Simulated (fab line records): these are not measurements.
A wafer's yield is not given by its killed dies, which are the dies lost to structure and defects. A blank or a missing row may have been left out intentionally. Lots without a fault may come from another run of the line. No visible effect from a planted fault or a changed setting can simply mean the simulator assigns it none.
Comparing a struck lot with a sound one    flow nand-harc    39 steps out of a route of 1302
Sound: these wafers, L939.2, L939.5, L939.6. Struck: wafers L951.1, L951.3, L951.4. At the end, the cause is stated.
At each step with rows: each side's tool, then ch and its chambers, then its first start. Under that, the readings that differ: sound wafers    struck wafers    difference of the means    sigmas: that difference in standard deviations of wafers without a fault.
alike: readings with means less than 2 such deviations apart, plus words and numbers identical on both sides. not compared: withheld readings, readings lacking a value on some wafer, bounds such as >300 that could conceal the same value, and numbers that have no deviation in the record and whose values overlap.
A row with sigmas, a row that says differs or no value, or rows on one side alone: a step with any of these is where the two part. Non-overlapping numbers with no deviation appear without sigmas and do not part them. A reading that every wafer of one side lacks parts them only if that side has two wafers or more.

first, 1 step without rows for these wafers: NHARC_A_WL_FILL_SRD_14.
NHARC_A_WL_FILL_ALD_19: deposits TiN, target thk 2 nm, pulse time 3 s, ald cycles 100.
  sound on ald-metal-02 ch 0,1,2, day 21 19:17; struck on ald-metal-03 ch 0,2,3, day 27 02:25
  alike: heater-power-w, precursor-pulse-height-rel
  not compared: since-wet-clean-h
then, 3 steps without rows for these wafers: NHARC_A_WL_FILL_CVD_20 (deposits W, target thk 100 nm, time 74 s); NHARC_A_WL_FILL_CMP_12 (polishes, t overpolish 30 s, target thk 100 nm); NHARC_A_WL_FILL_SRD_31.
NHARC_A_WL_FILL_INSPECT_15:
  sound: defect-inspect-02 at day 21 20:06; struck: defect-inspect-02 at day 27 03:16
  alike: raw-defect-count
then, 2 steps without rows for these wafers: NHARC_A_CONTACT_DEP_24 (deposits SiO2, target thk 500 nm); NHARC_A_CONTACT_DEP_28 (deposits aC, target thk 7000 nm).
NHARC_A_CONTACT_DEP_29: deposits SiON, target thk 100 nm.
  sound on pecvd-04 ch 0,1, day 22 01:01; struck on pecvd-03 ch 0,2, day 27 08:14
  alike: heater-power-w
  not compared: since-wet-clean-h
then, 10 steps without rows for these wafers: NHARC_A_CONTACT_DEHYDRATE_32 (time 120 s); NHARC_A_CONTACT_HMDS_33 (time 30 s); NHARC_A_CONTACT_COAT_34 (time 75 s); NHARC_A_CONTACT_COAT_35 (time 65 s); NHARC_A_CONTACT_COAT_36 (resist thk 90 nm); NHARC_A_CONTACT_SOFTBAKE_37 (time 55 s); NHARC_A_CONTACT_EBR_38; NHARC_A_CONTACT_EXPOSE_39 (exposes mask A CC 3); NHARC_A_CONTACT_PEB_40 (peb time 65 s); NHARC_A_CONTACT_DEVELOP_41 (develop time 35 s).
NHARC_A_CONTACT_CD_MEAS_42 targets a cd of 300 nm.
  sound on cd-sem-01 ch 0, day 22 01:37; struck on cd-sem-02 ch 0, day 27 08:58
  alike: cd-nm
NHARC_A_CONTACT_OVL_MEAS_43:
  sound: overlay-02 at day 22 01:43; struck: overlay-02 at day 27 09:03
reading            sound           struck       difference  sigmas
overlay-y-nm (nm)  -1.0 -0.8 -1.5  0.5 1.0 1.3  +2.0        +2
  alike: overlay-x-nm
NHARC_A_CONTACT_INSPECT_44:
  sound: defect-inspect-01 at day 22 01:44; struck: defect-inspect-02 at day 27 09:05
  alike: raw-defect-count
then, 3 steps without rows for these wafers: NHARC_A_CONTACT_DESCUM_47 (chemistry O2, time 3 s); NHARC_A_CONTACT_ETCH_48 (etches the open film in CF4, target depth 39 nm, time 65 s); NHARC_A_CONTACT_ETCH_49 (etches the open film in N2/H2, target depth 260 nm, time 475.3 s).
NHARC_A_CONTACT_ETCH_50: etches the open film in CF4/CHF3, target depth 121 nm, time 60.5 s.
  sound: rie-diel-11 ch 0,1,3; struck: rie-diel-08 ch 1,2,3
  alike: drypump-motor-current-A, oes-product-au, rf-vpp-V, showerhead-plenum-p-Torr, throttle-valve-pct
  not compared: rf-hours-counter-h
then, 5 steps without rows for these wafers: NHARC_A_CONTACT_ETCH_51 (etches the open film in O2/COS, target depth 7000 nm, time 1820 s); NHARC_A_CONTACT_ETCH_111 (etches the open film in C4F8/O2/Ar, time 140 s, target depth 700 nm); NHARC_A_CONTACT_ETCH_112 (etches the open film in C4F8/O2/Ar, time 190 s, target depth 1850 nm); NHARC_A_CONTACT_ETCH_113 (etches the open film in C4F8/O2/Ar, time 190 s, target depth 1850 nm); NHARC_A_CONTACT_ETCH_114 (etches the open film in C4F8/O2/Ar, time 190 s, target depth 1850 nm).
NHARC_A_CONTACT_ETCH_115: etches the open film in C4F8/O2/Ar, time 190 s, target depth 1850 nm.
  sound on har-cap-etch-03 ch 0,1, day 22 04:37; struck on har-cap-etch-03 ch 0,1, day 27 11:41
  not compared: rf-hours-counter-h
then, 2 steps without rows for these wafers: NHARC_A_CONTACT_ETCH_116 (etches the open film in C4F8/O2/Ar, time 190 s, target depth 1850 nm); NHARC_A_CONTACT_ETCH_117 (etches the open film in C4F8/O2/Ar, time 190 s, target depth 1850 nm).
NHARC_A_CONTACT_ETCH_118: etches the open film in C4F8/O2/Ar, time 190 s, target depth 1850 nm.
  sound on har-cap-etch-03 ch 0,1, day 22 05:14; struck on har-cap-etch-03 ch 0,1, day 27 12:11
  not compared: rf-hours-counter-h
then, 1 step without rows for these wafers: NHARC_A_CONTACT_ETCH_119 (etches the open film in C4F8/O2/Ar, time 190 s, target depth 1850 nm).
NHARC_A_CONTACT_ETCH_120: etches the open film in C4F8/O2/Ar, time 190 s, target depth 1850 nm.
  sound on har-cap-etch-03 ch 0,1, day 22 05:34; struck on har-cap-etch-03 ch 0,1, day 27 12:32
  not compared: rf-hours-counter-h
then, 1 step without rows for these wafers: NHARC_A_CONTACT_ETCH_121 (etches the open film in C4F8/O2/Ar, time 190 s, target depth 1850 nm).
-- break in the record here, with 3 days between the starts of the struck wafers on either side (left off in module A_CONTACT, picked up again in module END, where the first step shown is number 1302 on the route) --
NHARC_END_SORT_01:
  the record has rows for the struck wafers here (prober-01 ch 0, day 30 04:42) and none for the sound ones

WHERE THEY PART
At NHARC_A_CONTACT_OVL_MEAS_43 first; at NHARC_END_SORT_01 last (within this record only).

WHY: what the simulator had put in
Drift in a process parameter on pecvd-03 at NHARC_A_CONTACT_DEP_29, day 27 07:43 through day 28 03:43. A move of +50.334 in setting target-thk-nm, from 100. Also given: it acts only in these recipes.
